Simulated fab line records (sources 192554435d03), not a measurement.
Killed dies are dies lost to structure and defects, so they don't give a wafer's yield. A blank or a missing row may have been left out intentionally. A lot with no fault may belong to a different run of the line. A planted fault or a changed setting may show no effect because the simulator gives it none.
Code-filled problem report in 8D (eight disciplines) form / flow n5 finfet / the parts of the form that need people (team, actions taken, sign-off) are left out

## 1. WHAT IS WRONG
Wafers without a fault read 71.6 nm, standard deviation 1.6; trench depth nm at N5_BEOL_M5_OCD_MEAS_38 reads a mean of 61.0 nm on 4 wafers belonging to 3 lots. That is -6.6 standard deviations from the usual mean.
First seen on wafer L635.1, day 16 01:35, on ocd-01. Wafers with a number at this step in the record: 22, from 8 lots. By rule, "out" or "out of limits" means more than 4 standard deviations away from the usual mean. The other wafers with a number count as sound.

## 2. WHAT THIS IS AND IS NOT
question=which readings at this step | is=trench depth nm | is not=-
question=which lots | is=L635, L638, L643 | is not=L623, L633, L637, L642, L645
question=which wafers of those lots | is=L635.1, L638.3, L643.1, L643.3 | is not=L635.2, L635.6, L638.2, L643.6
question=read on which gauges | is=ocd-01 | is not=ocd-02
question=when | is=from day 16 01:35 | is not=up to then (10 sound wafers); but 8 sound wafers of L638, L642, L643, L645 came after

## 3. SUSPECTS, AND WHAT RULES EACH OUT
Counting: if a tool at a process step up to the reading ran every lot that is out, it stays a suspect. Sound lots after the first of them don't rule it out here, since some wafers of a struck lot are sound.
- the gauge at N5_BEOL_M5_OCD_MEAS_38: ruled out. All the wafers that are out were read on ocd-01, but those of them that N5_BEOL_M5_THK_MEAS_53 has rows for are out there too, on other tools.
- rie diel-06 at N5_BEOL_M5_TRENCH_ETCH_37 (etches SiCOH lowk in C4F6/O2, target depth 71.652 nm, time 24.7 s): kept. It processed each lot that is out (first: L635, day 16 01:26); up to then, its last sound lot is L633 (day 14 09:48).
Left after counting: rie diel-06 at N5_BEOL_M5_TRENCH_ETCH_37.

## 4. THE CAUSE (what the simulator had put in)
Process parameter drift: rie diel-06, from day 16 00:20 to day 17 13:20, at N5_BEOL_M5_TRENCH_ETCH_37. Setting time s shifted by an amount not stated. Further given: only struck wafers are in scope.
Only this tool survived the counting.

## 5. THE CHAIN OF EFFECTS, in route order
Each row: a reading where the mean over the struck wafers with a number is more than 3 standard deviations away from the usual. Scope: only readings with a usual standard deviation given in the record; hours: median across lots of the time from each lot's start at the first step in this table that gives one to its start at this step; sigmas: change in usual standard deviations.
hours=0; step=N5_BEOL_M5_TRENCH_ETCH_37; reading=run length s; usual=47.9 s; on struck wafers=45.0; change=-2.9; sigmas=-5.7
hours=0; step=N5_BEOL_M5_OCD_MEAS_38; reading=trench depth nm; usual=71.6 nm; on struck wafers=61.0; change=-10.6; sigmas=-6.6
hours=7; step=N5_BEOL_M5_THK_MEAS_53; reading=M5_THK; usual=60.1 nm; on struck wafers=49.8; change=-10.4; sigmas=-5.2
hours=7; step=N5_BEOL_M5_RS_MEAS_57; reading=M5_RS; usual=0.390 ohm/sq; on struck wafers=0.488; change=+0.098; sigmas=+6.2
hours=78; step=N5_BEOL_M15_RC_MEAS_101; reading=SERP_M5; usual=38.8 ohm/um; on struck wafers=49.5; change=+10.8; sigmas=+5.4
hours=78; step=N5_BEOL_M15_RC_MEAS_101; reading=SERP_M5_max_site; usual=40.3 ohm/um; on struck wafers=51.1; change=+10.8; sigmas=+4.7
Here are the process steps it includes:
- N5_BEOL_M5_TRENCH_ETCH_37: etches SiCOH lowk in C4F6/O2, target depth 71.652 nm, time 24.7 s.
At these later measuring or inspecting steps, every struck wafer for which the step has a row has a number for every such reading, and none has moved that far: N5_BEOL_M5_CD_MEAS_35.

## 6. HOW IT WOULD HAVE BEEN CAUGHT EARLIER
In this record the first reading out of limits at a measuring or inspecting step was taken at day 16 01:35, 1 hour after the fault began at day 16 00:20.
The tool's own readings at N5_BEOL_M5_TRENCH_ETCH_37 were out on some of the struck wafers (run length s): an alarm limit on them would have fired on those.
Among the 3 lots that are out, L638, L643 began N5_BEOL_M5_TRENCH_ETCH_37 on rie diel-06 after day 16 01:35. A hold on the tool at that time would have spared those 2.
